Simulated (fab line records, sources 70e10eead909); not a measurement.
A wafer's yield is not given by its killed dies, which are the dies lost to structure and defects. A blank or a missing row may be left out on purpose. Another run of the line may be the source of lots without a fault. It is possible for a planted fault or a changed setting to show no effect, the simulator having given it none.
Chamber matching -- flow nandHarc -- rieDiel-10 running NHARC_P_GATE_DESCUM_48: 4 sister chambers
The step chemistry O2, time 3 s. 16 wafers are shown with their chamber, then 8 later ones without.

## WAFERS WITH THEIR CHAMBER
wafer,chamber,drypumpMotorCurrentA (A),oesProductAu (a.u.),o2FlowSccm (sccm)
L081.2,2,5.2,0.980,199.4
L081.4,3,6.3,1.025,200.3
L081.5,2,5.2,0.982,200.3
L082.2,0,5.8,1.014,199.4
L082.4,3,6.4,1.016,200.6
L082.6,1,5.6,0.976,200.0
L084.1,2,5.2,0.976,199.3
L084.2,0,5.8,1.017,200.1
L084.3,3,6.3,1.006,199.6
L085.1,1,5.7,0.996,200.3
L085.3,3,6.3,1.009,200.0
L085.6,2,5.2,0.979,199.4
L089.2,0,5.8,1.012,199.7
L089.4,2,5.2,1.001,199.7
L089.5,3,6.4,1.014,200.0
L091.2,1,5.7,1.015,201.1

SIGNATURES, as means of the wafers listed above
reading,chamber 0,chamber 1,chamber 2,chamber 3,scatter within a chamber
drypumpMotorCurrentA,5.800,5.667,5.200,6.340,0.0394
oesProductAu,1.01433,0.99567,0.98360,1.01400,0.0107
o2FlowSccm,199.733,200.467,199.620,200.100,0.42
Rule: distance of a wafer from a chamber = root of the sum over the readings of ((wafer's reading minus chamber's mean) / reading's scatter) squared. The wafer belongs to the nearest chamber; if the next one is less than 2 further off, it can't be placed. How the scatter is found: for the shown wafers, subtract from each reading the mean of its chamber, square and add these, divide the total by (wafers less chambers), then take the root.

## WAFERS WHOSE CHAMBER IS MISSING
wafer,drypumpMotorCurrentA (A),oesProductAu (a.u.),o2FlowSccm (sccm)
L091.3,5.2,1.005,200.1
L091.6,5.8,1.037,200.3
L093.3,5.2,0.996,199.8
L093.5,6.4,1.014,200.9
L093.6,5.2,0.985,201.0
L095.1,6.3,1.000,200.3
L095.4,5.9,1.019,199.9
L095.5,5.8,1.030,199.5

## EACH ONE'S CHAMBER
wafer,from the rows above,in truth
L091.3,2,2
L091.6,0,0
L093.3,2,2
L093.5,3,3
L093.6,2,2
L095.1,3,3
L095.4,0,0
L095.5,0,0
8 of 8 placed correctly. From these rows, 0 cannot be placed. Wrongly placed: 0.
